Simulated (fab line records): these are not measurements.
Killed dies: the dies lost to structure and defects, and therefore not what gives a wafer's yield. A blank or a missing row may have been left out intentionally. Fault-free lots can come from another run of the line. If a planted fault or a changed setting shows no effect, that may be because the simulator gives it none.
Matching of chambers :: flow n5-finfet :: N5_BEOL_M13_VIA_ETCH_16 on rie-diel-05 has 4 sister chambers
The step etches SiOC in C4F8/O2/Ar, target depth 921.7 nm. 4 wafers are shown with their chamber, then 11 later ones without.

== WAFERS WITH THEIR CHAMBER ==
wafer: L085.5
chamber: 2
drypump-motor-current-A (A): 5.5

wafer: L087.2
chamber: 3
drypump-motor-current-A (A): 5.6

wafer: L087.5
chamber: 1
drypump-motor-current-A (A): 5.6

wafer: L088.1
chamber: 0
drypump-motor-current-A (A): 6.3

== WAFERS MISSING THEIR CHAMBER ==
wafer: L088.4
drypump-motor-current-A (A): 5.5

wafer: L088.5
drypump-motor-current-A (A): 5.6

wafer: L091.3
drypump-motor-current-A (A): 5.6

wafer: L091.4
drypump-motor-current-A (A): 6.2

wafer: L091.6
drypump-motor-current-A (A): 6.2

wafer: L090.1
drypump-motor-current-A (A): 5.6

wafer: L090.3
drypump-motor-current-A (A): 5.6

wafer: L090.5
drypump-motor-current-A (A): 6.2

wafer: L095.2
drypump-motor-current-A (A): 6.2

wafer: L095.4
drypump-motor-current-A (A): 5.6

wafer: L095.6
drypump-motor-current-A (A): 5.5

== WHICH CHAMBER EACH ONE RAN IN ==
wafer: L088.4
from the rows above: can't be placed: 2 or 1 or 3
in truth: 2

wafer: L088.5
from the rows above: can't be placed: 1 or 3 or 2
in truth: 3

wafer: L091.3
from the rows above: can't be placed: 1 or 3 or 2
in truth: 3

wafer: L091.4
from the rows above: 0
in truth: 0

wafer: L091.6
from the rows above: 0
in truth: 0

wafer: L090.1
from the rows above: can't be placed: 1 or 3 or 2
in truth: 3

wafer: L090.3
from the rows above: can't be placed: 1 or 3 or 2
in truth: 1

wafer: L090.5
from the rows above: 0
in truth: 0

wafer: L095.2
from the rows above: 0
in truth: 0

wafer: L095.4
from the rows above: can't be placed: 1 or 3 or 2
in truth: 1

wafer: L095.6
from the rows above: can't be placed: 2 or 1 or 3
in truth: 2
4 of 11 placed correctly. These rows do not allow placing 7 (true chamber among the candidates in 7). 0 placed wrongly.
How it was worked out, from the rows above alone: a wafer's distance from a chamber is the root of the sum, over the readings, of the square of ((its reading less the chamber's mean) divided by the reading's scatter). The wafer belongs to the nearest chamber; if the next one is less than 2 further off, it can't be placed. Each chamber's mean is taken over the wafers shown for it. The scatter: with one shown wafer a chamber, the root of the mean of the squares of how far each hidden wafer lies from its nearest shown one.
